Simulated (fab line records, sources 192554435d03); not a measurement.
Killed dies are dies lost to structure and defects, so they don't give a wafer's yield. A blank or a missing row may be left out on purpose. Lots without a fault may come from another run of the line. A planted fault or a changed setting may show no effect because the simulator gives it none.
fab line records | flow n5_finfet | part 1 of 2: steps 1 to 20 of 30
record lots=5 wafers=15 last_day=17
route steps=1938 shown BEOL_M0_SAQP@679 BEOL_M0_CUTY@701
lots that met no fault: from a run of the same line without faults
start_h: hours from the record's first day to the start of the lot's first wafer shown | wait_h: hours since the lot's step before | " the same as in the row above | L1.1+2: a row that stands for several wafers | - no value, or no start given | * or withheld: withheld | < > ~ a bound
route shown NAME@n: a module of which the file shows steps, and the number in the route of the first | usual: mean/standard deviation of fault-free wafers | same: alike in all rows | chamber/n: place in a boat | sites: the reading at each site | _std_site: their standard deviation | _edge_site: outer sites' mean less inner sites' | radius_mm: how far each site lies from the wafer's centre | mask NAME#n: copy n | behind: the tool/chamber that last shaped the wafer | hold: why the lot was held/for how many hours/how that ended | device: the transistor (n, p or np) that didn't switch | end of line: the same wafers' tests at the end of the route | a step without rows: its recipe alone | killed: dies lost to structure and defects at the first sort, not the wafer's yield | map: a wafer's dies, x killed, . not, _ none there
set.NAME: the setting as run; set.NAME@STEP: as run at that earlier step | model.NAME: the simulator's own value behind a step, which no gauge read
lots at some steps of the route; a table a step, a row a wafer
services: from which hour (start_h, from the record's first day; less than 0 if before it) a tool's chamber was out of use, for how many hours, and why
## steps
# step N5_BEOL_M0_SAQP_CD_MEAS_29
# recipe target_cd_nm=14.4 landing_energy_ev=1000 detector=se_inlens
# usual cd_nm=14.95/0.22
# same landing_energy_ev=1000
# columns lot.wafer tool chamber start_h wait_h cd_nm
L075.1 cd_sem-02 0 121.28 0.1 14.80
L075.3 " 0 " " 14.50
L075.4 " 0 " " 14.79
L077.1 cd_sem-02 0 132.50 0.1 15.27
L077.3 " 0 " " 14.82
L077.5 " 0 " " 14.87
L081.2 cd_sem-03 0 152.48 0.1 14.99
L081.3 " 0 " " 14.76
L081.6 " 0 " " 15.22
L091.1 cd_sem-02 0 214.04 0.1 14.59
L091.3 " 0 " " 15.30
L091.4 " 0 " " 14.97
L097.1 cd_sem-02 0 249.93 0.1 14.58
L097.2 " 0 " " 14.76
L097.5 " 0 " " 14.56
# step N5_BEOL_M0_SAQP_COAT_69
# recipe resist=SOC temp_c=250 time_s=60 spin_rpm=1500 resist_thk_nm=90
# usual heater_power_total_W=500.2/1.7
# columns lot.wafer tool chamber start_h wait_h heater_power_total_W
L075.1 litho_track-05 0 121.32 0.0 502.9
L075.3 " 0 " " 502.2
L075.4 " 0 " " 498.8
L077.1 litho_track-02 0 132.53 0.0 500.9
L077.3 " 0 " " 501.6
L077.5 " 0 " " 499.5
L081.2 litho_track-05 0 152.51 0.0 497.6
L081.3 " 0 " " 499.7
L081.6 " 0 " " 503.1
L091.1 litho_track-02 0 214.08 0.0 502.3
L091.3 " 0 " " 500.4
L091.4 " 0 " " 502.6
L097.1 litho_track-05 0 249.97 0.0 498.3
L097.2 " 0 " " 502.8
L097.5 " 0 " " 501.1
# step N5_BEOL_M0_SAQP_COAT_72
# recipe resist=SiARC temp_c=220 time_s=60 spin_rpm=1500 resist_thk_nm=15
# usual heater_power_total_W=427.9/2.1
# columns lot.wafer tool chamber start_h wait_h heater_power_total_W
L075.1 litho_track-05 0 - - 429.9
L075.3 " 0 " " 425.4
L075.4 " 0 " " 424.1
L077.1 litho_track-02 0 - - 429.7
L077.3 " 0 " " 424.7
L077.5 " 0 " " 426.0
L081.2 litho_track-05 0 - - 428.7
L081.3 " 0 " " 430.6
L081.6 " 0 " " 430.2
L091.1 litho_track-02 0 - - 430.8
L091.3 " 0 " " 427.6
L091.4 " 0 " " 429.4
L097.1 litho_track-05 0 - - 430.3
L097.2 " 0 " " 426.5
L097.5 " 0 " " 424.9
# step N5_BEOL_M0_SAQP_COAT_87
# recipe resist=underlayer temp_c=205 time_s=60 spin_rpm=1500 resist_thk_nm=5
# usual heater_power_total_W=391.7/1.3
# columns lot.wafer tool chamber start_h wait_h heater_power_total_W
L075.1 litho_track-05 0 - - 390.4
L075.3 " 0 " " 393.6
L075.4 " 0 " " 390.5
L077.1 litho_track-02 0 - - 392.7
L077.3 " 0 " " 390.4
L077.5 " 0 " " 389.8
L081.2 litho_track-05 0 - - 390.3
L081.3 " 0 " " 390.9
L081.6 " 0 " " 390.6
L091.1 litho_track-02 0 - - 393.1
L091.3 " 0 " " 390.3
L091.4 " 0 " " 392.3
L097.1 litho_track-05 0 - - 390.8
L097.2 " 0 " " 390.1
L097.5 " 0 " " 392.2
# step N5_BEOL_M0_SAQP_COAT_34
# recipe resist=CAR-EUV spin_rpm=1500 resist_thk_nm=30
# columns lot.wafer tool chamber start_h wait_h
L075.1+3+4 litho_track-05 0 - -
L077.1+3+5 litho_track-02 0 - -
L081.2+3+6 litho_track-05 0 - -
L091.1+3+4 litho_track-02 0 - -
L097.1+2+5 litho_track-05 0 - -
# step N5_BEOL_M0_SAQP_EBR_36
# recipe solvent=PGMEA ebr_width_mm=1.5
# columns lot.wafer tool chamber start_h wait_h
L075.1+3+4 litho_track-05 0 - -
L077.1+3+5 litho_track-02 0 - -
L081.2+3+6 litho_track-05 0 - -
L091.1+3+4 litho_track-02 0 - -
L097.1+2+5 litho_track-05 0 - -
# step N5_BEOL_M0_SAQP_SOFTBAKE_35
# recipe temp_c=110 time_s=60 resist=CAR-EUV
# usual heater_power_total_W=175.4/1.7
# columns lot.wafer tool chamber start_h wait_h heater_power_total_W
L075.1 litho_track-05 0 - - 177.3
L075.3 " 0 " " 176.8
L075.4 " 0 " " 175.0
L077.1 litho_track-02 0 - - 177.4
L077.3 " 0 " " 177.3
L077.5 " 0 " " 173.4
L081.2 litho_track-05 0 - - 176.2
L081.3 " 0 " " 176.7
L081.6 " 0 " " 173.1
L091.1 litho_track-02 0 - - 173.0
L091.3 " 0 " " 173.6
L091.4 " 0 " " 173.1
L097.1 litho_track-05 0 - - 173.2
L097.2 " 0 " " 173.2
L097.5 " 0 " " 177.3
# step N5_BEOL_M0_SAQP_EXPOSE_37
# recipe mask_id=M0_CUT1 na=0.33 source_shape=annular sigma_inner=0.35 sigma_outer=0.8 polarization=unpolarized target_cd_nm=30 dose_mj=44.75
# usual exposure_dose_mJ_cm2=44.89/0.036
# same sigma_inner=0.35
# columns lot.wafer tool chamber start_h wait_h mask exposure_dose_mJ_cm2
L075.1 euv_scanner-02 0 121.59 - M0_CUT1#0 44.87
L075.3 " 0 " " M0_CUT1#0 44.88
L075.4 " 0 " " M0_CUT1#0 44.93
L077.1 euv_scanner-02 0 132.67 - M0_CUT1#0 44.85
L077.3 " 0 " " M0_CUT1#0 44.85
L077.5 " 0 " " M0_CUT1#0 44.87
L081.2 euv_scanner-02 0 152.78 - M0_CUT1#0 44.89
L081.3 " 0 " " M0_CUT1#0 44.87
L081.6 " 0 " " M0_CUT1#0 44.91
L091.1 euv_scanner-02 0 214.34 - M0_CUT1#0 44.91
L091.3 " 0 " " M0_CUT1#0 44.94
L091.4 " 0 " " M0_CUT1#0 44.90
L097.1 euv_scanner-02 0 250.23 - M0_CUT1#0 44.96
L097.2 " 0 " " M0_CUT1#0 44.93
L097.5 " 0 " " M0_CUT1#0 44.92
# step N5_BEOL_M0_SAQP_PEB_38
# recipe peb_temp_c=100 peb_time_s=60 resist=CAR-EUV
# usual heater_power_total_W=154.1/1
# columns lot.wafer tool chamber start_h wait_h heater_power_total_W
L075.1 litho_track-05 0 121.65 0.1 154.9
L075.3 " 0 " " 154.8
L075.4 " 0 " " 152.5
L077.1 litho_track-05 0 132.74 0.1 155.3
L077.3 " 0 " " 152.3
L077.5 " 0 " " 154.7
L081.2 litho_track-05 0 152.84 0.1 155.3
L081.3 " 0 " " 154.5
L081.6 " 0 " " 153.5
L091.1 litho_track-04 0 214.40 0.1 153.6
L091.3 " 0 " " 155.3
L091.4 " 0 " " 153.8
L097.1 litho_track-02 0 250.30 0.1 154.8
L097.2 " 0 " " 154.9
L097.5 " 0 " " 155.2
# step N5_BEOL_M0_SAQP_DEVELOP_39
# recipe develop_time_s=30 developer=TMAH resist=CAR-EUV rinse_liquid=surfactant_rinse dry=air_spin dev_temp_c=23
# columns lot.wafer tool chamber start_h wait_h
L075.1+3+4 litho_track-05 0 - -
L077.1+3+5 litho_track-05 0 - -
L081.2+3+6 litho_track-05 0 - -
L091.1+3+4 litho_track-04 0 - -
L097.1+2+5 litho_track-02 0 - -
# step N5_BEOL_M0_SAQP_CD_MEAS_40
# recipe target_cd_nm=30 landing_energy_ev=500 detector=se_inlens
# usual cd_nm=30.03/0.27
# same landing_energy_ev=500
# columns lot.wafer tool chamber start_h wait_h cd_nm
L075.1 cd_sem-03 0 121.72 - 29.74
L075.3 " 0 " " 29.84
L075.4 " 0 " " 29.97
L077.1 cd_sem-02 0 132.81 - 30.17
L077.3 " 0 " " 30.24
L077.5 " 0 " " 30.30
L081.2 cd_sem-02 0 152.91 - 29.61
L081.3 " 0 " " 29.37
L081.6 " 0 " " 29.73
L091.1 cd_sem-01 0 214.47 - 30.18
L091.3 " 0 " " 30.35
L091.4 " 0 " " 29.98
L097.1 cd_sem-02 0 250.36 - 30.45
L097.2 " 0 " " 30.10
L097.5 " 0 " " 30.29
# step N5_BEOL_M0_SAQP_OVL_MEAS_41
# recipe points_per_wafer=522
# usual M0_CUT1_OVL=-0.1/0.98
# columns lot.wafer tool chamber start_h wait_h M0_CUT1_OVL[nm]
L075.1 overlay-01 0 121.75 0.0 -0.6
L075.3 " 0 " " -0.8
L075.4 " 0 " " 0.1
L077.1 overlay-02 0 132.84 0.0 1.1
L077.3 " 0 " " 0.7
L077.5 " 0 " " 0.3
L081.2 overlay-01 0 152.95 0.0 0.2
L081.3 " 0 " " -0.3
L081.6 " 0 " " 0.4
L091.1 overlay-01 0 214.50 0.0 0.5
L091.3 " 0 " " -0.2
L091.4 " 0 " " 0.6
L097.1 overlay-01 0 250.39 0.0 0.4
L097.2 " 0 " " -0.3
L097.5 " 0 " " 0.5
# step N5_BEOL_M0_SAQP_INSPECT_42
# recipe mode=adi inspect_instrument=brightfield
# usual raw_defect_count=291/80
# columns lot.wafer tool chamber start_h wait_h raw_defect_count
L075.1 defect_inspect-02 - 121.81 0.1 310
L075.3 " - " " 289
L075.4 " - " " 314
L077.1 defect_inspect-01 - 132.90 0.1 246
L077.3 " - " " 374
L077.5 " - " " 285
L081.2 defect_inspect-01 - 153.00 0.0 232
L081.3 " - " " 262
L081.6 " - " " 237
L091.1 defect_inspect-02 - 214.56 0.1 321
L091.3 " - " " 204
L091.4 " - " " 288
L097.1 defect_inspect-01 - 250.45 0.1 194
L097.2 " - " " 181
L097.5 " - " " 207
# step N5_BEOL_M0_SAQP_DESCUM_45
# recipe chemistry=O2 time_s=7 source_power_w=50 bias_power_w=20 pressure_mtorr=20 rf_frequency_hz=2.712e+07 temp_c=40 resist=CAR-EUV o2_flow_sccm=225
# usual drypump_motor_current_A=5.9/0.54 oes_product_au=0.79/0.076 rf_fwd_power_W=49.43/0.24 rf_vpp_V=243.2/1.4 showerhead_plenum_p_Torr=2.10/0.065 throttle_valve_pct=20.40/0.25
# columns lot.wafer tool chamber start_h wait_h drypump_motor_current_A oes_product_au rf_fwd_power_W rf_hours_counter_h rf_vpp_V showerhead_plenum_p_Torr throttle_valve_pct
L075.1 rie_diel-02 1 121.85 0.0 5.3 0.77 49.58 148 242.9 2.06 20.07
L075.3 " 0 " " 5.6 0.70 49.50 231 244.6 2.14 20.67
L075.4 " 1 " " 5.3 0.76 49.77 - 242.5 2.06 20.06
L077.1 rie_diel-04 1 133.05 0.1 5.0 0.90 49.48 16 244.2 2.17 20.59
L077.3 " 3 " " 6.7 0.81 49.30 116 242.0 2.03 20.24
L077.5 " 2 " " 5.7 0.76 49.08 - 241.8 2.02 20.36
L081.2 rie_diel-04 3 153.03 0.0 6.6 0.81 49.21 125 242.6 2.03 20.27
L081.3 " 2 " " 5.7 0.75 48.92 159 241.4 2.02 20.36
L081.6 " 1 " " 5.0 0.90 49.77 - 245.3 2.17 20.60
L091.1 rie_diel-04 0 214.66 0.1 6.1 0.73 49.50 184 242.8 2.15 20.45
L091.3 " 1 " " 5.0 0.85 49.55 43 244.2 2.16 20.61
L091.4 " 2 " " 5.7 0.74 49.03 178 240.9 2.01 20.36
L097.1 rie_diel-02 0 250.49 0.0 5.6 0.90 49.53 19 244.6 2.13 20.38
L097.2 " 3 " " 6.0 0.68 49.51 200 244.0 2.10 21.00
L097.5 " 2 " " 6.2 0.86 49.56 - 245.0 2.22 20.22
# step N5_BEOL_M0_SAQP_ETCH_88
# recipe chemistry=N2/H2 target=underlayer target_depth_a=65 time_s=5.2 ion_energy_ev=200 mask_material=CAR-EUV pressure_mtorr=30 source_w=840 bias_w=150 n2_flow_sccm=200 h2_flow_sccm=200 ends=cleared
# usual drypump_motor_current_A=5.9/0.54 etch_rf_on_time_s=5.23/0.18 n2_flow_sccm=200.0/0.58 oes_product_au=0.67/0.068 rf_fwd_power_W=819.3/2.3 rf_vpp_V=524.0/2.6 showerhead_plenum_p_Torr=2.54/0.086 throttle_valve_pct=17.81/0.25
# columns lot.wafer tool chamber start_h wait_h drypump_motor_current_A etch_rf_on_time_s n2_flow_sccm oes_product_au rf_fwd_power_W rf_hours_counter_h rf_vpp_V showerhead_plenum_p_Torr throttle_valve_pct
L075.1 rie_diel-02 1 121.88 0.0 5.3 5.15 199.9 0.65 817.7 148 526.3 2.55 17.75
L075.3 " 0 " " 5.6 5.32 199.4 0.59 819.1 231 525.5 2.64 18.32
L075.4 " 1 " " 5.4 5.24 200.5 0.65 817.3 - 522.0 2.55 17.76
L077.1 rie_diel-04 1 133.08 0.0 5.0 4.96 200.4 0.80 815.9 16 525.9 2.62 17.91
L077.3 " 3 " " 6.7 5.03 199.6 0.70 823.4 116 522.4 2.44 17.53
L077.5 " 2 " " 5.7 5.42 199.2 0.63 817.3 - 520.4 2.44 17.68
L081.2 rie_diel-04 3 153.07 0.0 6.7 5.04 200.4 0.69 813.8 125 520.8 2.44 17.54
L081.3 " 2 " " 5.7 5.39 199.8 0.63 818.4 159 521.1 2.44 17.68
L081.6 " 1 " " 5.0 4.98 199.5 0.77 814.5 - 526.0 2.62 17.95
L091.1 rie_diel-04 0 214.69 0.0 6.1 5.38 199.8 0.62 818.9 184 527.5 2.65 18.11
L091.3 " 1 " " 5.0 5.01 200.0 0.75 820.1 43 524.3 2.61 17.99
L091.4 " 2 " " 5.7 5.46 199.4 0.61 820.4 178 520.9 2.43 17.71
L097.1 rie_diel-02 0 250.52 0.0 5.6 5.36 200.8 0.77 824.3 19 523.7 2.63 17.97
L097.2 " 3 " " 6.0 5.35 200.6 0.59 816.2 200 523.4 2.51 18.17
L097.5 " 2 " " 6.2 5.15 200.0 0.73 820.0 - 530.0 2.68 17.59
# step N5_BEOL_M0_SAQP_ETCH_73
# recipe chemistry=CF4 target=SiARC target_depth_a=195 mask_material=CAR-EUV time_s=32.5 ion_energy_ev=80 pressure_mtorr=40 source_w=545 bias_w=36 Ar_flow_sccm=100 cf4_flow_sccm=100 ends=cleared
# usual drypump_motor_current_A=5.9/0.54 etch_rf_on_time_s=32.8/1.2 oes_product_au=0.67/0.07 rf_fwd_power_W=534.1/2.8 rf_vpp_V=184.0/1.3 showerhead_plenum_p_Torr=2.14/0.064 throttle_valve_pct=15.55/0.2
# columns lot.wafer tool chamber start_h wait_h drypump_motor_current_A etch_rf_on_time_s oes_product_au rf_fwd_power_W rf_hours_counter_h rf_vpp_V showerhead_plenum_p_Torr throttle_valve_pct
L075.1 rie_diel-02 1 121.90 0.0 5.4 31.6 0.66 537.2 148 184.3 2.14 15.56
L075.3 " 0 " " 5.5 32.9 0.60 531.7 231 184.9 2.18 15.81
L075.4 " 1 " " 5.3 31.8 0.66 536.2 - 184.4 2.14 15.56
L077.1 rie_diel-04 1 133.10 0.0 5.0 31.2 0.79 536.8 16 183.4 2.18 15.45
L077.3 " 3 " " 6.7 31.6 0.70 532.1 116 184.1 2.08 15.40
L077.5 " 2 " " 5.7 34.3 0.62 531.2 - 182.5 2.06 15.48
L081.2 rie_diel-04 3 153.08 0.0 6.7 31.5 0.70 532.2 125 181.9 2.08 15.41
L081.3 " 2 " " 5.7 33.9 0.62 532.0 159 183.2 2.06 15.49
L081.6 " 1 " " 5.0 31.2 0.78 535.2 - 184.6 2.18 15.47
L091.1 rie_diel-04 0 214.71 0.0 6.1 34.1 0.61 535.5 184 186.2 2.22 15.73
L091.3 " 1 " " 5.0 31.5 0.75 530.4 43 184.6 2.17 15.50
L091.4 " 2 " " 5.7 34.4 0.61 531.8 178 182.4 2.05 15.54
L097.1 rie_diel-02 0 250.54 0.0 5.6 34.0 0.76 530.8 19 186.2 2.16 15.41
L097.2 " 3 " " 6.0 34.1 0.58 537.9 200 184.6 2.13 16.04
L097.5 " 2 " " 6.2 31.9 0.74 532.9 - 185.6 2.27 15.42
# step N5_BEOL_M0_SAQP_CUT_ETCH_46
# recipe chemistry=N2/H2 target=SOC target_depth_a=1350 overetch_a=270 temp_c=40 time_s=202.5 ion_energy_ev=200 mask_material=SiARC pressure_mtorr=30 source_w=840 bias_w=150 n2_flow_sccm=200 h2_flow_sccm=200
# usual drypump_motor_current_A=5.9/0.54 n2_flow_sccm=200.0/0.58 rf_fwd_power_W=838.0/2.9 rf_vpp_V=523.7/2.6 showerhead_plenum_p_Torr=2.54/0.086 throttle_valve_pct=17.77/0.25
# columns lot.wafer tool chamber start_h wait_h drypump_motor_current_A n2_flow_sccm rf_fwd_power_W rf_hours_counter_h rf_vpp_V showerhead_plenum_p_Torr throttle_valve_pct
L075.1 rie_diel-02 1 121.93 0.0 5.4 199.8 838.2 148 524.0 2.55 17.72
L075.3 " 0 " " 5.6 199.6 836.5 231 526.0 2.64 18.29
L075.4 " 1 " " 5.4 200.6 837.7 - 524.1 2.55 17.73
L077.1 rie_diel-04 1 133.13 0.0 5.0 200.5 834.9 16 526.4 2.62 17.89
L077.3 " 3 " " 6.6 200.4 835.7 116 520.9 2.44 17.49
L077.5 " 2 " " 5.7 200.3 836.9 - 521.5 2.44 17.62
L081.2 rie_diel-04 3 153.12 0.0 6.7 200.3 836.0 125 520.1 2.44 17.52
L081.3 " 2 " " 5.7 200.9 837.5 159 520.7 2.44 17.66
L081.6 " 1 " " 5.0 199.9 839.0 - 526.2 2.62 17.90
L091.1 rie_diel-04 0 214.74 0.0 6.1 199.1 843.5 184 526.5 2.65 18.09
L091.3 " 1 " " 5.0 199.0 839.1 43 523.3 2.61 17.94
L091.4 " 2 " " 5.7 200.2 836.8 179 519.8 2.43 17.67
L097.1 rie_diel-02 0 250.57 0.0 5.6 200.5 836.0 19 526.1 2.63 17.95
L097.2 " 3 " " 6.0 199.5 840.2 200 523.1 2.51 18.13
L097.5 " 2 " " 6.2 200.1 837.7 - 529.3 2.68 17.55
# step N5_BEOL_M0_SAQP_STRIP_74
# recipe chemistry=N2/H2 temp_c=40 n2_flow_sccm=200 h2_flow_sccm=200 rf_frequency_hz=6e+07
# columns lot.wafer tool chamber start_h wait_h
L075.1+3+4 rie_diel-02 1,0,1 122.09 0.1
L077.1+3+5 rie_diel-04 1,3,2 133.29 0.1
L081.2+3+6 rie_diel-04 3,2,1 153.27 0.1
L091.1+3+4 rie_diel-04 0,1,2 214.90 0.1
L097.1+2+5 rie_diel-02 0,3,2 250.73 0.1
# step N5_BEOL_M0_SAQP_STRIP_89
# recipe chemistry=N2/H2 temp_c=40 n2_flow_sccm=200 h2_flow_sccm=200 rf_frequency_hz=6e+07
# columns lot.wafer tool chamber start_h wait_h
L075.1+3+4 rie_diel-02 1,0,1 122.10 0.0
L077.1+3+5 rie_diel-04 1,3,2 133.30 0.0
L081.2+3+6 rie_diel-04 3,2,1 153.28 0.0
L091.1+3+4 rie_diel-04 0,1,2 214.91 0.0
L097.1+2+5 rie_diel-02 0,3,2 250.74 0.0
# step N5_BEOL_M0_SAQP_ALD_48
# recipe material=SiO2 target_thk_a=200 temp_c=100 ald_precursor_family=BDEAS ald_co_reactant=O2-plasma pulse_time_s=1 co_reactant_pulse_time_s=1 purge_time_s=2 co_reactant_purge_time_s=2 ald_cycles=139 pressure_torr=2
# usual heater_power_w=77/9.9 precursor_pulse_height_rel=0.997/0.019
# same pulse_time_s=1
# columns lot.wafer tool chamber start_h wait_h heater_power_w precursor_pulse_height_rel
L075.1 ald_sin-02 0 122.19 0.1 73 1.044
L075.3 " 1 " " 75 1.023
L075.4 " 2 " " 79 1.024
L077.1 ald_sin-02 0 133.33 0.0 74 0.969
L077.3 " 2 " " 80 1.003
L077.5 " 3 " " 80 1.011
L081.2 ald_sin-04 3 153.32 0.0 74 1.003
L081.3 " 1 " " 73 0.973
L081.6 " 1 " " 71 1.007
L091.1 ald_sin-01 0 214.94 0.0 57 0.983
L091.3 " 1 " " 78 1.011
L091.4 " 2 " " 101 1.018
L097.1 ald_sin-04 2 250.77 0.0 91 1.016
L097.2 " 3 " " 74 1.000
L097.5 " 1 " " 72 0.999
